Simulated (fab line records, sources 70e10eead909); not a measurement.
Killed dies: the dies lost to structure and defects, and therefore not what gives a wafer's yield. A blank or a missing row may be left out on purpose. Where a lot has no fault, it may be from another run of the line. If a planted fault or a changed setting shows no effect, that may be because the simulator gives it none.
Chamber matching :: flow nand_harc :: ald_metal-03 running NHARC_A_WL_FILL_ALD_19: 4 sister chambers
The step deposits TiN, target thk 2 nm, pulse time 3 s, ald cycles 100. 8 wafers are shown with their chamber, then 9 later ones without.

== WAFERS WITH THEIR CHAMBER ==
wafer: L083.1
chamber: 0
heater_power_w (W): 1063
precursor_pulse_height_rel: 1.047

wafer: L083.6
chamber: 0
heater_power_w (W): 1054
precursor_pulse_height_rel: 0.995

wafer: L085.1
chamber: 2
heater_power_w (W): 1257
precursor_pulse_height_rel: 0.991

wafer: L085.3
chamber: 3
heater_power_w (W): 1103
precursor_pulse_height_rel: 1.030

wafer: L085.6
chamber: 1
heater_power_w (W): 894
precursor_pulse_height_rel: 0.975

wafer: L086.3
chamber: 1
heater_power_w (W): 900
precursor_pulse_height_rel: 0.989

wafer: L086.5
chamber: 2
heater_power_w (W): 1293
precursor_pulse_height_rel: 0.999

wafer: L086.6
chamber: 3
heater_power_w (W): 1121
precursor_pulse_height_rel: 0.999

== WAFERS WITH NO CHAMBER GIVEN ==
wafer: L092.1
heater_power_w (W): 1303
precursor_pulse_height_rel: 0.978

wafer: L092.3
heater_power_w (W): 1109
precursor_pulse_height_rel: 0.989

wafer: L092.4
heater_power_w (W): 953
precursor_pulse_height_rel: 0.996

wafer: L097.1
heater_power_w (W): 1267
precursor_pulse_height_rel: 1.006

wafer: L097.2
heater_power_w (W): 1076
precursor_pulse_height_rel: 0.993

wafer: L097.5
heater_power_w (W): 1295
precursor_pulse_height_rel: 1.008

wafer: L096.1
heater_power_w (W): 1081
precursor_pulse_height_rel: 1.024

wafer: L096.5
heater_power_w (W): 964
precursor_pulse_height_rel: 1.012

wafer: L096.6
heater_power_w (W): 1286
precursor_pulse_height_rel: 1.005

== THE CHAMBER EACH PASSED THROUGH ==
wafer: L092.1
from the rows above: 2
in truth: 2

wafer: L092.3
from the rows above: 3
in truth: 3

wafer: L092.4
from the rows above: 1
in truth: 1

wafer: L097.1
from the rows above: 2
in truth: 2

wafer: L097.2
from the rows above: can't be placed: 0 or 3
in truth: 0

wafer: L097.5
from the rows above: 2
in truth: 2

wafer: L096.1
from the rows above: can't be placed: 0 or 3
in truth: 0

wafer: L096.5
from the rows above: can't be placed: 1 or 0
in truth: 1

wafer: L096.6
from the rows above: 2
in truth: 2
Correct placement for 6 of the 9. Can't be placed from these rows: 3 (the true chamber is among the candidates in 3). Placed wrongly: 0.
How it was worked out, from the rows above alone: a wafer's distance from a chamber is the root of the sum, over the readings, of the square of ((its reading less the chamber's mean) divided by the reading's scatter). If the next closest chamber is less than 2 further off than the closest, the wafer can't be placed; otherwise it belongs to the closest. Each chamber's mean is taken over the wafers shown for it. The scatter: the root of (the sum of the squares of (reading less its chamber's mean) over the shown wafers, divided by (wafers less chambers)).
